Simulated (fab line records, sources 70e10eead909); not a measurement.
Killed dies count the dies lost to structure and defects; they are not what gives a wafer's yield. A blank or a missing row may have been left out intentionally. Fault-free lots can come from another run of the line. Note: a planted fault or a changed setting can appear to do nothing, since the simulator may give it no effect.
Which tool is to blame? -- flow nand harc -- 6 lots, 18 wafers sampled, at 4 steps of a route of 1302

## WHAT THE GAUGES READ, wafer by wafer
NHARC_P_GATE_INSPECT_68.
lot,measured,on,raw defect count
L219,day 6 06:24,defect inspect-01,196 174 245
L221,day 7 03:25,defect inspect-02,109 94 144
L223,day 7 22:29,defect inspect-02,108 160 201
L228,day 10 10:53,defect inspect-02,567 496 610
L235,day 12 17:41,defect inspect-01,132 155 161
L239,day 14 15:14,defect inspect-02,91 136 154

## WHICH TOOL RAN EACH LOT (tool, then ch and the chambers of the sampled wafers, then the start)
lot,NHARC_P_GATE_STRIP_75,NHARC_P_GATE_STRIP_112,NHARC_P_GATE_ETCH_77
L219,"plasma asher-02 ch 0,1, day 6 00:46","plasma asher-01 ch 0,1, day 6 02:19","wet bench-03 ch 3,6,7, day 6 05:17"
L221,"plasma asher-01 ch 0, day 6 21:43","plasma asher-02 ch 0,1, day 6 23:10","wet bench-01 ch 0,4,6, day 7 02:22"
L223,"plasma asher-02 ch 0,1, day 7 16:45","plasma asher-02 ch 1, day 7 18:12","wet bench-01 ch 0,1,3, day 7 21:25"
L228,"plasma asher-01 ch 1, day 10 05:13","plasma asher-01 ch 1, day 10 06:40","wet bench-01 ch 1,2,7, day 10 09:50"
L235,"plasma asher-01 ch 1, day 12 12:02","plasma asher-02 ch 1, day 12 13:28","wet bench-04 ch 0,2,6, day 12 16:38"
L239,"plasma asher-02 ch 0,1, day 14 09:32","plasma asher-02 ch 0,1, day 14 11:02","wet bench-03 ch 3,6,7, day 14 14:10"
- NHARC_P_GATE_STRIP_75: strips in O2.
- NHARC_P_GATE_STRIP_112: strips in N2/H2, time 200 s.
- NHARC_P_GATE_ETCH_77: etches SiO2 in dHF, target depth 6 nm.

## THE ANSWER, worked out from the rows above alone
Rule: what is usual is taken from the lots themselves. Put in order of their means at a reading, lots are off if they are a third of the lots or fewer, leave a main group of 4 or more, and stand apart from it by a gap of 3 or more times the standard deviation of the main group's means; of several such gaps the widest counts. If all means in a main group match to the digits the tables above print for the reading, that group is not used. A lot without any number at a reading at which 4 lots or more have one is off too. All remaining lots with rows at the step are treated as sound.
Off: L228 (NHARC_P_GATE_INSPECT_68, raw defect count). Main group: mean 151, sd 31.
If a tool, at a process step before that reading, ran all the lots that are off and no sound lot after the first of them, it fits. Gauges at NHARC_P_GATE_INSPECT_68: tried the same way as those tools. This does not decide it: 2 tools fit, namely plasma asher-01 at NHARC_P_GATE_STRIP_112 and wet bench-01 at NHARC_P_GATE_ETCH_77.

## WHAT THE SIMULATOR HAD PUT IN
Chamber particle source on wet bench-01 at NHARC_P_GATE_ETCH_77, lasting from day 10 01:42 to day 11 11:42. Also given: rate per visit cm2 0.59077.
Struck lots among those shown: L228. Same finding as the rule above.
